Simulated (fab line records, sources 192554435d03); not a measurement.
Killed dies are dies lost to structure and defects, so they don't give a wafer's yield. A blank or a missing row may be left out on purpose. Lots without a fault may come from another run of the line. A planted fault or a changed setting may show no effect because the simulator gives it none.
Split-lot experiment | flow n5_finfet | 7 lots, 21 wafers read, on a route of 1938 steps

THE SPLIT
At N5_BEOL_M2_ETCH_64 (etches SOC in N2/H2, target depth 75 nm, overetch 22.5 nm, time 121.9 s), the setting time_s was moved away from the recipe's 121.9 s on 5 of the 21 wafers read, by -19.9% to +21.7%. The other wafers ran this setting at the recipe's value.

The reading is taken at the split's own step.

THE READING
SiARC_of_BEOL_M2_COAT_62.thk_nm (the simulator's own value, which no gauge read), in nm, at N5_BEOL_M2_ETCH_64 (etches SOC in N2/H2, target depth 75 nm, overetch 22.5 nm, time 121.9 s). The file gives no usual value for it. The 16 wafers here that ran the recipe average 6.2 nm, standard deviation 0.15 nm.

wafer  | tool, chamber at the split | time_s as run, s | against the recipe | SiARC_of_BEOL_M2_COAT_62.thk_nm, nm | against lot-mates on the recipe
L077.2 | rie_diel-02, 0             | 97.7             | -19.9%             | 7.4                                 | +1.1
L077.4 | rie_diel-02, 1             | 121.9            | recipe             | 6.4                                 | -
L077.6 | rie_diel-02, 0             | 121.9            | recipe             | 6.2                                 | -
L084.2 | rie_diel-05, 3             | 148.3            | +21.7%             | 5                                   | -1.4
L084.5 | rie_diel-05, 3             | 148.3            | +21.7%             | 5                                   | -1.4
L084.3 | rie_diel-05, 2             | 121.9            | recipe             | 6.4                                 | -
L089.1 | rie_diel-05, 3,0           | 140.9            | +15.6%             | 5.4                                 | -0.8
L089.6 | rie_diel-05, 3,0           | 140.9            | +15.6%             | 5.4                                 | -0.8
L089.4 | rie_diel-05, 1             | 121.9            | recipe             | 6.2                                 | -
L090.4 | rie_diel-05, 3,2,3         | 121.9            | recipe             | 6.2                                 | -
L090.5 | rie_diel-05, 3,2,3         | 121.9            | recipe             | 6.2                                 | -
L090.6 | rie_diel-05, 3,2,3         | 121.9            | recipe             | 6.2                                 | -
L093.1 | rie_diel-04, 1             | 121.9            | recipe             | 6.2                                 | -
L093.3 | rie_diel-04, 0,2           | 121.9            | recipe             | 6                                   | -
L093.6 | rie_diel-04, 0,2           | 121.9            | recipe             | 6                                   | -
L092.1 | rie_diel-05, 1             | 121.9            | recipe             | 6.2                                 | -
L092.3 | rie_diel-05, 2             | 121.9            | recipe             | 6.6                                 | -
L092.4 | rie_diel-05, 0             | 121.9            | recipe             | 6.4                                 | -
L096.2 | rie_diel-04, 1,0,2         | 121.9            | recipe             | 6.2                                 | -
L096.3 | rie_diel-04, 1,0,2         | 121.9            | recipe             | 6.2                                 | -
L096.6 | rie_diel-04, 1,0,2         | 121.9            | recipe             | 6.2                                 | -
Where a row lists several chambers, the file gives one row for several wafers and doesn't say which wafer went through which chamber.

THE FIT
A straight line over all 21 wafers: SiARC_of_BEOL_M2_COAT_62.thk_nm changes by -0.0567 nm for each +1% of time_s; r = -0.97; the points scatter about the line by 0.13 nm.
The same after taking each lot's own level away (the mean of its wafers on the recipe; 21 wafers): -0.059 nm for each +1%; r = -0.98; scatter 0.1 nm.
On that fit, the largest move of time_s shifts the reading by 1.3 nm.
The lots' own levels span 6.07 to 6.40 nm, that is 2.3 times the standard deviation above.
So the lot-to-lot level changes the slope little: the two slopes agree.
Check: with one of the wafers moved furthest among these (+21.7%) left out of the fit, the line predicts -1.24 nm for it against its lot-mates. It came out at -1.4 nm against them.

OTHER SPLITS ON THESE WAFERS
These wafers also went through other splits before the reading. Each is held against what the fit with the lots' levels taken away leaves over:
other split on the same wafers            | wafers away from the commonest value | r with SiARC_of_BEOL_M2_COAT_62.thk_nm (lot level and that fit taken away)
N5_SDB_COAT_05 spin_rpm                   | 5                                    | +0.16
N5_HKMG_FIN_COAT_66 spin_rpm              | 8                                    | +0.11
N5_MOL_CONTACT_COAG_CVD_140 target_thk_a  | 9                                    | -0.11
N5_BEOL_M0_SAQP_SPACER1_ALD_98 ald_cycles | 6                                    | +0.03
N5_BEOL_M0_SAQP_ETCH_106 target_depth_a   | 4                                    | +0.07
N5_BEOL_M0_ETCH_138 source_w              | 7                                    | +0.29
N5_BEOL_M0_TRENCH_ETCH_107 target_depth_a | 5                                    | -0.23
N5_BEOL_M1_EXPOSE_25 dose_mj              | 7                                    | +0.16

THE WHOLE CHAIN: every reading that the file lists as answering this split, in the file's order
step                  | what it does                                                            | reading                                                                          | change (the file's fit)                                                              | r (the file's)
N5_BEOL_M2_ETCH_64    | etches SOC in N2/H2, target depth 75 nm, overetch 22.5 nm, time 121.9 s | SiARC_of_BEOL_M2_COAT_62.thk_nm (the simulator's own value, which no gauge read) | -0.0584 nm for each +1% of the setting                                               | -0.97
N5_BEOL_M2_HM_OPEN_17 | chemistry Cl2/BCl3, target TiN, target depth 20 nm, overetch 6 nm       | etch.depth_nm (the simulator's own value, which no gauge read)                   | not straight: 19.52 at the lowest setting, 20.09 at the recipe, 17.77 at the highest | not given

THE FILE'S OWN FIT
SiARC_of_BEOL_M2_COAT_62.thk_nm changes by -0.0584 nm for each +1% of time_s, r = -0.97.
